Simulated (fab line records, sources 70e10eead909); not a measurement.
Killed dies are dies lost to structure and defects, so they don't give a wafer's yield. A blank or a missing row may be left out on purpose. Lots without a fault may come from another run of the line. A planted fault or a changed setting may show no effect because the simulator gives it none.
A struck lot beside a sound one | flow nand_harc | 15 steps out of a route of 1302
Sound: wafers L614.3, L614.5, L614.6. Struck: wafers L619.3, L619.4, L619.6. The cause comes at the end.
At each step with rows: each side's tool, then ch and its chambers, then its first start. Under that, the readings that differ: sound wafers | struck wafers | difference of the means | sigmas: that difference in standard deviations of wafers without a fault.
alike: readings whose means differ by less than 2 such deviations, and words and numbers that are the same on both sides. not compared: withheld readings, readings that some wafer has no value for, bounds like >300 that may hide the same value, and numbers for which the record gives no deviation and whose values overlap.
The two part at a step that has a row with sigmas, a row that says differs or no value, or rows on one side only. Numbers that don't overlap but have no deviation are shown without sigmas and don't part them. A reading that every wafer of one side lacks parts them only if that side has two wafers or more.

NHARC_A_CHANNEL_FILL_D1_ALD_16: deposits SiO2, target thk 1.5 nm, pulse time 10 s, ald cycles 15.
  sound on ald_hk-03 ch 0,1,2, day 13 14:18; struck on ald_hk-01 ch 1,3, day 15 08:22
  alike: heater_power_outer_w, heater_power_w, precursor_pulse_height_rel
then, 3 steps without rows for these wafers: NHARC_A_CHANNEL_FILL_D1_ANNEAL_17 (time 1800 s); NHARC_A_CHANNEL_FILL_D1_CVD_18 (deposits poly-Si, target thk 3 nm); NHARC_A_CHANNEL_FILL_D1_ETCHBACK_19 (etches the open film in HBr/Cl2, target depth 5 nm, time 1.7 s).
NHARC_A_CHANNEL_FILL_D1_ETCHBACK_20: etches the open film in C4F8/O2/Ar, target depth 27 nm, time 13.5 s.
  sound on rie_diel-01 ch 0,3, day 14 02:24; struck on rie_diel-05 ch 0,2, day 15 20:24
  alike: bias_w, chamber_pressure_mTorr, oes_product_au, rf_vpp_V
  not compared: rf_hours_counter_h
NHARC_A_CHANNEL_FILL_D1_STRIP_28: strips in O2, time 20 s.
  sound on rie_diel-01 ch 0,2, day 14 02:30; struck on rie_diel-05 ch 0,1,3, day 15 20:30
  alike: drypump_motor_current_A, oes_product_au, rf_vpp_V, showerhead_plenum_p_Torr, throttle_valve_pct
  not compared: rf_hours_counter_h
then, 4 steps without rows for these wafers: NHARC_A_CHANNEL_FILL_D1_PRECLEAN_21 (cleans in dHF, time 30 s); NHARC_A_CHANNEL_FILL_D1_SRD_23; NHARC_A_CHANNEL_FILL_D1_CVD_05 (deposits poly-Si, target thk 5 nm); NHARC_A_CHANNEL_FILL_D1_ANNEAL_22 (time 7200 s).
NHARC_A_CHANNEL_FILL_D1_THK_MEAS_06: measures by ellipsometry.
  sound on film_metro-01, day 14 16:57; struck on film_metro-02, day 16 08:32
  alike: thk_nm
NHARC_A_CHANNEL_FILL_D1_ALD_25: deposits SiOx, target thk 60 nm, pulse time 10 s, ald cycles 600.
  sound on ald_hk-01 ch 0,2,3, day 14 18:15; struck on ald_hk-01 ch 0,1,3, day 16 09:13
  alike: heater_power_outer_w, heater_power_w, precursor_pulse_height_rel
NHARC_A_CHANNEL_FILL_D1_ETCHBACK_08: etches the open film in C4F8, target depth 220 nm, time 110 s.
  sound on rie_diel-05 ch 0,1,2, day 14 22:37; struck on rie_diel-13 ch 0,1,2, day 16 14:14
  no value came back on the struck wafers for chamber_pressure_mTorr (mTorr), oes_product_au (a.u.), rf_vpp_V (V); on the sound wafers chamber_pressure_mTorr (mTorr) reads 25.011 25.009 25.033
  not compared: rf_hours_counter_h
NHARC_A_CHANNEL_FILL_D1_STRIP_29: strips in O2, time 20 s.
  sound on rie_diel-05 ch 1,2; struck on rie_diel-13 ch 1,3, day 16 14:21
  alike: drypump_motor_current_A, oes_product_au, rf_vpp_V, showerhead_plenum_p_Torr, throttle_valve_pct
  not compared: rf_hours_counter_h
-- the record jumps here: 14 days lie between the struck wafers' starts before and after (it left off in module A_CHANNEL_FILL_D1 and takes up again in module END, whose first step shown is number 1302 of the route) --
NHARC_END_SORT_01:
  the record has rows for the struck wafers here (prober-01 ch 0, day 30 13:34) and none for the sound ones

WHERE THEY PART
First at NHARC_A_CHANNEL_FILL_D1_ETCHBACK_08; last, within this record, at NHARC_END_SORT_01.

WHY: what the simulator had put in
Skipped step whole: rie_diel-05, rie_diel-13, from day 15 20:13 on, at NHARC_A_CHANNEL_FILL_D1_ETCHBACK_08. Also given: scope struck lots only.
